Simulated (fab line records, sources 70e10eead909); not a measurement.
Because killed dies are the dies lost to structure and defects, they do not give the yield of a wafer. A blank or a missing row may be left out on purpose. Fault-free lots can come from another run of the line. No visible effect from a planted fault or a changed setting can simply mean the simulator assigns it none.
Problem report, 8D (eight disciplines) form, completed by code || flow nand_harc || the parts of the form that need people (team, actions taken, sign-off) are left out

== 1. PROBLEM STATEMENT ==
At NHARC_P_M1_CMP_23, time_to_endpoint_s averages 15.2 s over 2 wafers from 2 lots, while fault-free wafers read 28.1 s, standard deviation 2.2. That puts it -5.8 standard deviations away from the usual mean.
The step: polishes, t overpolish 20 s, target thk 157.82 nm.
First observed at day 8 07:55: wafer L409.6, on cmp-03. Wafers with a number at this step in the record: 33, from 11 lots. The rule behind "out" and "out of limits": a value lying over 4 standard deviations away from the usual mean. Any other wafer with a number is counted as sound.

== 2. WHAT IT IS; WHAT IT IS NOT ==
{"question": "which readings at this step", "is": "time_to_endpoint_s", "is not": "motor_current_A, retaining_ring_pressure_frac, slurry_flow_ml_min"}
{"question": "which lots", "is": "L409, L411", "is not": "L402, L404, L405, L406, L408, L410, L421, L422, L423"}
{"question": "which wafers of those lots", "is": "L409.6, L411.5", "is not": "L409.3, L409.5, L411.4, L411.6"}
{"question": "read on which tools", "is": "cmp-03, cmp-04", "is not": "cmp-02"}
{"question": "when", "is": "from day 8 07:55", "is not": "up to then (20 sound wafers); but 11 sound wafers of L411, L421, L422, L423 came after"}

== 3. WHAT RULES OUT EACH SUSPECT ==
Counting: if a tool at a process step up to the reading ran every lot that is out, it stays a suspect. Sound lots after the first of them don't rule it out here, since some wafers of a struck lot are sound.
- rie_diel-01 at NHARC_P_M1_DESCUM_14 (chemistry O2, time 3 s): kept. Every lot that is out went through it, the first being L409 (day 8 05:46); the last sound lot it ran before that was L408 (day 7 20:02).
- pvd_sputter-01 at NHARC_P_M1_PVD_21 (deposits Cu, target thk 30 nm, time 20.49 s): kept. Every lot that is out went through it, the first being L409 (day 8 07:14); the last sound lot it ran before that was L405 (day 7 06:38). Because NHARC_P_M1_PVD_21 lacks a start for some lots, the hours and order of its lots are taken from NHARC_P_M1_ECD_22.
- ecd_cu-01 at NHARC_P_M1_ECD_22 (material Cu, target thk 400 nm): kept. Every lot that is out went through it, the first being L409 (day 8 07:14); the last sound lot it ran before that was L410 (day 8 06:28).
- In rie_diel-01 at NHARC_P_M1_DESCUM_14, the wafers that are out were processed in chamber 1 and their sound lot-mates in chambers 0, 3.
rie_diel-01 at NHARC_P_M1_DESCUM_14, pvd_sputter-01 at NHARC_P_M1_PVD_21 and ecd_cu-01 at NHARC_P_M1_ECD_22 are what is left after counting.

== 4. THE CAUSE (what the simulator had put in) ==
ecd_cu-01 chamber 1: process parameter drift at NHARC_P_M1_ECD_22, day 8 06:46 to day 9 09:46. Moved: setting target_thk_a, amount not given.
Counting left 3 suspects, and this tool is among them.

== 5. THE EFFECT CHAIN, in route order ==
Rows list readings where the struck wafers' mean (over those with a number) sits beyond 3 standard deviations from the usual. Only readings whose record carries a usual standard deviation are examined. hours: median over the lots of the time between each lot's start at the first step of this table that gives one and its start at this step. sigmas: the change, counted in usual standard deviations.
{"hours": 0, "step": "NHARC_P_M1_CMP_23", "reading": "time_to_endpoint_s", "usual": "28.1 s", "on struck wafers": 15.2, "change": -12.9, "sigmas": -5.8}
Here are the process steps it includes:
- NHARC_P_M1_CMP_23: polishes, t overpolish 20 s, target thk 157.82 nm.

== 6. WHAT WOULD HAVE CAUGHT IT SOONER ==
In this record the first reading out of limits was taken at day 8 07:55, 1 hour after the fault began at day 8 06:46.
Lots out: 2; of these, L411 started NHARC_P_M1_ECD_22 on ecd_cu-01 after day 8 07:55. Holding the tool at that time would have saved it.
